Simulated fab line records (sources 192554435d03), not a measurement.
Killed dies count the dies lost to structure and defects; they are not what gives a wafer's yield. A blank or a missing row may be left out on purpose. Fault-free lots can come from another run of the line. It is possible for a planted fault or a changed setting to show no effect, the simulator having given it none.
Split-lot experiment :: flow n5-finfet :: 39 wafers read across 7 lots, on a route 1938 steps long

== ABOUT THE SPLIT ==
At N5_BEOL_M8_DESCUM_33 (chemistry O2, time 7 s), the setting time-s was moved away from the recipe's 7 s on 12 of the 39 wafers read, by -45.5% to +26.5%. For the rest of the wafers, this setting stayed at what the recipe calls for.

There is no step in the file separating the split from the reading.

== THE READING ==
CAR-EUV_of_BEOL_M8_COAT_22.thk-nm (the simulator's own value, which no gauge read), in nm, at N5_BEOL_M8_ETCH_72 (etches underlayer in N2/H2, target depth 6.5 nm, time 5.2 s). The file gives no usual value for it. The 27 wafers here that ran the recipe average 20.3 nm, standard deviation 0.12 nm.

wafer: L074.1
tool, chamber at the split: rie-diel-02, 1,3
time-s as run, s: 7
against the recipe: recipe
CAR-EUV_of_BEOL_M8_COAT_22.thk-nm, nm: 20.4
against lot-mates on the recipe: -

wafer: L074.3
tool, chamber at the split: rie-diel-02, 1,3
time-s as run, s: 7
against the recipe: recipe
CAR-EUV_of_BEOL_M8_COAT_22.thk-nm, nm: 20.4
against lot-mates on the recipe: -

wafer: L074.5
tool, chamber at the split: rie-diel-02, 3
time-s as run, s: 7
against the recipe: recipe
CAR-EUV_of_BEOL_M8_COAT_22.thk-nm, nm: 20.4
against lot-mates on the recipe: -

wafer: L074.2
tool, chamber at the split: rie-diel-02, 2,0,0
time-s as run, s: 3.812
against the recipe: -45.5%
CAR-EUV_of_BEOL_M8_COAT_22.thk-nm, nm: 21.8
against lot-mates on the recipe: +1.4

wafer: L074.4
tool, chamber at the split: rie-diel-02, 2,0,0
time-s as run, s: 3.812
against the recipe: -45.5%
CAR-EUV_of_BEOL_M8_COAT_22.thk-nm, nm: 21.8
against lot-mates on the recipe: +1.4

wafer: L074.6
tool, chamber at the split: rie-diel-02, 2,0,0
time-s as run, s: 3.812
against the recipe: -45.5%
CAR-EUV_of_BEOL_M8_COAT_22.thk-nm, nm: 22
against lot-mates on the recipe: +1.6

wafer: L081.1
tool, chamber at the split: rie-diel-02, 0,3
time-s as run, s: 8.857
against the recipe: +26.5%
CAR-EUV_of_BEOL_M8_COAT_22.thk-nm, nm: 19.4
against lot-mates on the recipe: -0.8

wafer: L081.5
tool, chamber at the split: rie-diel-02, 2
time-s as run, s: 8.857
against the recipe: +26.5%
CAR-EUV_of_BEOL_M8_COAT_22.thk-nm, nm: 19.4
against lot-mates on the recipe: -0.8

wafer: L081.2
tool, chamber at the split: rie-diel-02, 2,1,1
time-s as run, s: 7
against the recipe: recipe
CAR-EUV_of_BEOL_M8_COAT_22.thk-nm, nm: 20.2
against lot-mates on the recipe: -

wafer: L081.4
tool, chamber at the split: rie-diel-02, 2,1,1
time-s as run, s: 7
against the recipe: recipe
CAR-EUV_of_BEOL_M8_COAT_22.thk-nm, nm: 20.2
against lot-mates on the recipe: -

wafer: L081.6
tool, chamber at the split: rie-diel-02, 2,1,1
time-s as run, s: 7
against the recipe: recipe
CAR-EUV_of_BEOL_M8_COAT_22.thk-nm, nm: 20.2
against lot-mates on the recipe: -

wafer: L081.3
tool, chamber at the split: rie-diel-02, 0,3
time-s as run, s: 8.857
against the recipe: +26.5%
CAR-EUV_of_BEOL_M8_COAT_22.thk-nm, nm: 19.2
against lot-mates on the recipe: -1.0

wafer: L083.1
tool, chamber at the split: rie-diel-02, 3
time-s as run, s: 7
against the recipe: recipe
CAR-EUV_of_BEOL_M8_COAT_22.thk-nm, nm: 20.4
against lot-mates on the recipe: -

wafer: L083.4
tool, chamber at the split: rie-diel-02, 0
time-s as run, s: 7
against the recipe: recipe
CAR-EUV_of_BEOL_M8_COAT_22.thk-nm, nm: 20.2
against lot-mates on the recipe: -

wafer: L083.5
tool, chamber at the split: rie-diel-02, 0
time-s as run, s: 7
against the recipe: recipe
CAR-EUV_of_BEOL_M8_COAT_22.thk-nm, nm: 20.2
against lot-mates on the recipe: -

wafer: L084.1
tool, chamber at the split: rie-diel-05, 0,1,3,2,3
time-s as run, s: 7
against the recipe: recipe
CAR-EUV_of_BEOL_M8_COAT_22.thk-nm, nm: 20.6
against lot-mates on the recipe: -

wafer: L084.2
tool, chamber at the split: rie-diel-05, 2
time-s as run, s: 7
against the recipe: recipe
CAR-EUV_of_BEOL_M8_COAT_22.thk-nm, nm: 20.2
against lot-mates on the recipe: -

wafer: L084.3
tool, chamber at the split: rie-diel-05, 0,1,3,2,3
time-s as run, s: 7
against the recipe: recipe
CAR-EUV_of_BEOL_M8_COAT_22.thk-nm, nm: 20.4
against lot-mates on the recipe: -

wafer: L084.4
tool, chamber at the split: rie-diel-05, 0,1,3,2,3
time-s as run, s: 7
against the recipe: recipe
CAR-EUV_of_BEOL_M8_COAT_22.thk-nm, nm: 20.4
against lot-mates on the recipe: -

wafer: L084.5
tool, chamber at the split: rie-diel-05, 0,1,3,2,3
time-s as run, s: 7
against the recipe: recipe
CAR-EUV_of_BEOL_M8_COAT_22.thk-nm, nm: 20.4
against lot-mates on the recipe: -

wafer: L084.6
tool, chamber at the split: rie-diel-05, 0,1,3,2,3
time-s as run, s: 7
against the recipe: recipe
CAR-EUV_of_BEOL_M8_COAT_22.thk-nm, nm: 20.4
against lot-mates on the recipe: -

wafer: L085.1
tool, chamber at the split: rie-diel-05, 1,3,2
time-s as run, s: 7
against the recipe: recipe
CAR-EUV_of_BEOL_M8_COAT_22.thk-nm, nm: 20.2
against lot-mates on the recipe: -

wafer: L085.3
tool, chamber at the split: rie-diel-05, 1,3,2
time-s as run, s: 7
against the recipe: recipe
CAR-EUV_of_BEOL_M8_COAT_22.thk-nm, nm: 20.2
against lot-mates on the recipe: -

wafer: L085.2
tool, chamber at the split: rie-diel-05, 1,3,2
time-s as run, s: 7
against the recipe: recipe
CAR-EUV_of_BEOL_M8_COAT_22.thk-nm, nm: 20.4
against lot-mates on the recipe: -

wafer: L085.4
tool, chamber at the split: rie-diel-05, 1
time-s as run, s: 4.605
against the recipe: -34.2%
CAR-EUV_of_BEOL_M8_COAT_22.thk-nm, nm: 21.4
against lot-mates on the recipe: +1.1

wafer: L085.5
tool, chamber at the split: rie-diel-05, 3,2
time-s as run, s: 4.605
against the recipe: -34.2%
CAR-EUV_of_BEOL_M8_COAT_22.thk-nm, nm: 21.6
against lot-mates on the recipe: +1.3

wafer: L085.6
tool, chamber at the split: rie-diel-05, 3,2
time-s as run, s: 4.605
against the recipe: -34.2%
CAR-EUV_of_BEOL_M8_COAT_22.thk-nm, nm: 21.6
against lot-mates on the recipe: +1.3

wafer: L088.1
tool, chamber at the split: rie-diel-02, 1,2,3,3
time-s as run, s: 7
against the recipe: recipe
CAR-EUV_of_BEOL_M8_COAT_22.thk-nm, nm: 20.4
against lot-mates on the recipe: -

wafer: L088.2
tool, chamber at the split: rie-diel-02, 1,2,3,3
time-s as run, s: 7
against the recipe: recipe
CAR-EUV_of_BEOL_M8_COAT_22.thk-nm, nm: 20.4
against lot-mates on the recipe: -

wafer: L088.4
tool, chamber at the split: rie-diel-02, 0
time-s as run, s: 7
against the recipe: recipe
CAR-EUV_of_BEOL_M8_COAT_22.thk-nm, nm: 20.4
against lot-mates on the recipe: -

wafer: L088.5
tool, chamber at the split: rie-diel-02, 0
time-s as run, s: 7
against the recipe: recipe
CAR-EUV_of_BEOL_M8_COAT_22.thk-nm, nm: 20.4
against lot-mates on the recipe: -

wafer: L088.6
tool, chamber at the split: rie-diel-02, 1,2,3,3
time-s as run, s: 7
against the recipe: recipe
CAR-EUV_of_BEOL_M8_COAT_22.thk-nm, nm: 20.4
against lot-mates on the recipe: -

wafer: L088.3
tool, chamber at the split: rie-diel-02, 1,2,3,3
time-s as run, s: 7
against the recipe: recipe
CAR-EUV_of_BEOL_M8_COAT_22.thk-nm, nm: 20.6
against lot-mates on the recipe: -

wafer: L091.1
tool, chamber at the split: rie-diel-05, 2,1,2
time-s as run, s: 7
against the recipe: recipe
CAR-EUV_of_BEOL_M8_COAT_22.thk-nm, nm: 20.2
against lot-mates on the recipe: -

wafer: L091.2
tool, chamber at the split: rie-diel-05, 2,1,2
time-s as run, s: 7
against the recipe: recipe
CAR-EUV_of_BEOL_M8_COAT_22.thk-nm, nm: 20.2
against lot-mates on the recipe: -

wafer: L091.6
tool, chamber at the split: rie-diel-05, 2,1,2
time-s as run, s: 7
against the recipe: recipe
CAR-EUV_of_BEOL_M8_COAT_22.thk-nm, nm: 20.2
against lot-mates on the recipe: -

wafer: L091.3
tool, chamber at the split: rie-diel-05, 3,0,3
time-s as run, s: 8.625
against the recipe: +23.2%
CAR-EUV_of_BEOL_M8_COAT_22.thk-nm, nm: 19.4
against lot-mates on the recipe: -0.8

wafer: L091.4
tool, chamber at the split: rie-diel-05, 3,0,3
time-s as run, s: 8.625
against the recipe: +23.2%
CAR-EUV_of_BEOL_M8_COAT_22.thk-nm, nm: 19.4
against lot-mates on the recipe: -0.8

wafer: L091.5
tool, chamber at the split: rie-diel-05, 3,0,3
time-s as run, s: 8.625
against the recipe: +23.2%
CAR-EUV_of_BEOL_M8_COAT_22.thk-nm, nm: 19.4
against lot-mates on the recipe: -0.8
The file does not say which wafer passed through which chamber wherever a row lists several chambers: such a row stands for several wafers.

FIT RESULTS
A straight line over all 39 wafers: CAR-EUV_of_BEOL_M8_COAT_22.thk-nm changes by -0.0356 nm for each +1% of time-s; r = -0.98; the points scatter about the line by 0.12 nm.
The same after taking each lot's own level away (the mean of its wafers on the recipe; 39 wafers): -0.0338 nm for each +1%; r = -0.99; scatter 0.09 nm.
Per that fit: largest time-s move, reading shift of 1.5 nm.
Measured against the standard deviation above, the lots' own levels, which go from 20.20 to 20.43 nm, span 1.9 times it.
So the lot-to-lot level changes the slope little: the two slopes agree.
Check: for one of the wafers moved furthest among these (-45.5%), held out of the fit, the line's prediction against its lot-mates is +1.57 nm. It came out at +1.4 nm against them.

== THESE WAFERS: OTHER SPLITS ==
Before the reading, these wafers also passed through other splits. Each is held against what the fit with the lots' levels taken away leaves over:
other split on the same wafers: N5_FIN_SAQP_DEVELOP_15 develop-time-s
wafers away from the commonest value: 18
r with CAR-EUV_of_BEOL_M8_COAT_22.thk-nm (lot level and that fit taken away): -0.03

other split on the same wafers: N5_SD_EPI_N_DEVELOP_08 develop-time-s
wafers away from the commonest value: 9
r with CAR-EUV_of_BEOL_M8_COAT_22.thk-nm (lot level and that fit taken away): +0.00

other split on the same wafers: N5_BEOL_M1_TRENCH_ETCH_37 time-s
wafers away from the commonest value: 9
r with CAR-EUV_of_BEOL_M8_COAT_22.thk-nm (lot level and that fit taken away): +0.01

other split on the same wafers: N5_BEOL_M2_ETCH_64 time-s
wafers away from the commonest value: 18
r with CAR-EUV_of_BEOL_M8_COAT_22.thk-nm (lot level and that fit taken away): +0.10

other split on the same wafers: N5_BEOL_M5_DEP_56 target-thk-a
wafers away from the commonest value: 15
r with CAR-EUV_of_BEOL_M8_COAT_22.thk-nm (lot level and that fit taken away): -0.18

== THE WHOLE CHAIN: every reading that the file lists as answering this split, in the file's order ==
step: N5_BEOL_M8_DESCUM_33
what it does: chemistry O2, time 7 s
reading: CAR-EUV_of_BEOL_M8_COAT_22.thk-nm (the simulator's own value, which no gauge read)
change (the file's fit): -0.0354 nm for each +1% of the setting
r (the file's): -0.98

step: N5_BEOL_M8_ETCH_72
what it does: etches underlayer in N2/H2, target depth 6.5 nm, time 5.2 s
reading: CAR-EUV_of_BEOL_M8_COAT_22.thk-nm (the simulator's own value, which no gauge read)
change (the file's fit): -0.0338 nm for each +1% of the setting
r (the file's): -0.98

== FILE'S OWN FIT ==
CAR-EUV_of_BEOL_M8_COAT_22.thk-nm changes by -0.0338 nm for each +1% of time-s, r = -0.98.
